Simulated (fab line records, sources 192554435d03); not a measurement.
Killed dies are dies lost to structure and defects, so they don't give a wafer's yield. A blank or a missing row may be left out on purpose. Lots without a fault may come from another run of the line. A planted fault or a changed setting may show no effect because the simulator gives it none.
Problem report in the 8D (eight disciplines) form, filled by code | flow n5_finfet | the parts of the form that need people (team, actions taken, sign-off) are left out

1. THE PROBLEM
raw_defect_count at N5_MOL_CONTACT_COAG_INSPECT_97 reads a mean of 292 on 6 wafers of 2 lots; wafers without a fault read 43 with a standard deviation of 16. That is +16 standard deviations from the usual mean.
The step: inspects for defects (darkfield).
First seen on wafer L463.1, day 8 09:26, on defect_inspect-02. The record holds 25 wafers of 9 lots with a number at this step. Rule for "out", or "out of limits": more than 4 standard deviations from the usual mean. The other wafers with a number count as sound.

2. WHAT IT IS AND WHAT IT IS NOT
question                    | is                     | is not
which readings at this step | raw_defect_count       | -
which lots                  | L463, L465             | L452, L453, L455, L456, L459, L467, L470
which wafers of those lots  | all that have a number | -
read on which gauges        | defect_inspect-02      | defect_inspect-01
when                        | from day 8 09:26       | up to then (13 sound wafers); but 6 sound wafers of L467, L470 came after

3. SUSPECTS, AND WHAT RULES EACH OUT
Counting: a tool at a process step up to the reading stays a suspect if it ran every lot that is out and no sound lot after the first of them.
- the gauge at N5_MOL_CONTACT_COAG_INSPECT_97: ruled out. All the wafers that are out were read on defect_inspect-02, but those of them that N5_PASSIVATION_PROBE_49 has rows for are out there too, on other tools.
- cmp-01 at N5_MOL_CONTACT_COAG_CMP_52 (polishes, stops on SiO2, t overpolish 1.5 s, target thk 66.5 nm): kept. It ran every lot that is out, first L463 (day 8 04:05), and no sound lot after that; its last sound lot up to then is L459 (day 7 05:53).
Left after counting: cmp-01 at N5_MOL_CONTACT_COAG_CMP_52.

4. THE CAUSE (what the simulator had put in)
Chamber particle source: cmp-01, from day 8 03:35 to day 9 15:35, at N5_MOL_CONTACT_COAG_CMP_52. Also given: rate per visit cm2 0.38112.
Counting left only this tool.

5. THE CHAIN OF EFFECTS, in route order
Each row: a reading whose mean over the struck wafers that have a number lies more than 3 standard deviations from the usual. Only readings for which the record gives a usual standard deviation are gone through. hours: the time from each lot's start at the first step in this table that gives one to its start at this step, as a median over the lots. sigmas: the change in usual standard deviations.
hours | step                           | reading              | usual  | on struck wafers | change | sigmas
0     | N5_MOL_CONTACT_COAG_INSPECT_97 | raw_defect_count     | 43     | 292              | +249   | +16
200   | N5_PASSIVATION_PROBE_49        | defect_limited_yield | 91.0 % | 73.4             | -17.6  | -12
200   | N5_PASSIVATION_PROBE_49        | killed_at_contacts   | 12     | 228              | +216   | +37
200   | N5_PASSIVATION_PROBE_49        | killed_dies          | 106    | 314              | +208   | +12
200   | N5_PASSIVATION_PROBE_49        | killed_on_rim        | 14     | 40               | +26    | +6.3
200   | N5_PASSIVATION_PROBE_49        | sort_bin_5_function  | 5.2 %  | 15.8             | +10.6  | +11
200   | N5_PASSIVATION_PROBE_49        | sort_bin_6_memory    | 3.3 %  | 9.4              | +6.1   | +8.6
200   | N5_PASSIVATION_PROBE_49        | sort_n_pass          | 1074   | 866              | -208   | -12
200   | N5_PASSIVATION_PROBE_49        | sort_yield_pct       | 91.0 % | 73.4             | -17.6  | -12
The process steps in it:
- N5_PASSIVATION_PROBE_49
Later measuring or inspecting steps at which every struck wafer that the step has a row for has a number for every such reading, and none has moved that far: N5_BEOL_M4_RC_MEAS_101.

6. WHAT WOULD HAVE CAUGHT IT SOONER
In this record the first reading out of limits at a measuring or inspecting step was taken at day 8 09:26, 6 hours after the fault began at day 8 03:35.
Of the tool readings at N5_MOL_CONTACT_COAG_CMP_52 for which the record gives a usual standard deviation, none was out on any struck wafer, so an alarm limit of 4 standard deviations on them would not have fired.
Of the lots that are out (2), L465 began N5_MOL_CONTACT_COAG_CMP_52 on cmp-01 after day 8 09:26. A hold on the tool at that time would have spared it.
